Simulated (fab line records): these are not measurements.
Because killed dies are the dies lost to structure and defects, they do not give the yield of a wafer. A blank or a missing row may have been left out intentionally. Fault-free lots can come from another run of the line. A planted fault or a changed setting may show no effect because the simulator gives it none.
Chamber matching + flow n5 finfet + rie diel-03 running N5_SD_EPI_P_DESCUM_14: 4 sister chambers
The step chemistry O2, time 7.9 s. 4 wafers are shown with their chamber, then 9 later ones without.

== WAFERS PAIRED WITH THEIR CHAMBERS ==
| wafer  | chamber | throttle valve pct (%) |
|--------|---------|------------------------|
| L083.3 | 2       | 20.63                  |
| L084.1 | 0       | 20.55                  |
| L084.2 | 1       | 20.12                  |
| L084.3 | 3       | 20.56                  |

== WAFERS MISSING THEIR CHAMBER ==
| wafer  | throttle valve pct (%) |
|--------|------------------------|
| L084.4 | 20.61                  |
| L084.5 | 20.55                  |
| L084.6 | 20.57                  |
| L087.2 | 20.57                  |
| L087.3 | 20.64                  |
| L087.6 | 20.56                  |
| L089.3 | 20.56                  |
| L089.4 | 20.64                  |
| L089.5 | 20.57                  |

== CHAMBER TAKEN BY EACH ==
| wafer  | from the rows above     | in truth |
|--------|-------------------------|----------|
| L084.4 | 2                       | 2        |
| L084.5 | can't be placed: 0 or 3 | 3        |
| L084.6 | can't be placed: 3 or 0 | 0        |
| L087.2 | can't be placed: 3 or 0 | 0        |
| L087.3 | 2                       | 2        |
| L087.6 | can't be placed: 3 or 0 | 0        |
| L089.3 | can't be placed: 3 or 0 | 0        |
| L089.4 | 2                       | 2        |
| L089.5 | can't be placed: 3 or 0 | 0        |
Placed correctly: 3 of 9. Unplaceable from these rows: 6, with the true chamber sitting among the candidates in 6. Wrongly placed: 0.
How it was worked out, from the rows above alone: a wafer's distance from a chamber is the root of the sum, over the readings, of the square of ((its reading less the chamber's mean) divided by the reading's scatter). The wafer belongs to the nearest chamber; if the next one is less than 2 further off, it can't be placed. For every chamber, the mean is computed from those of its wafers that are shown. The scatter: root of mean squared gap, hidden wafer to nearest shown wafer, with one shown wafer a chamber.
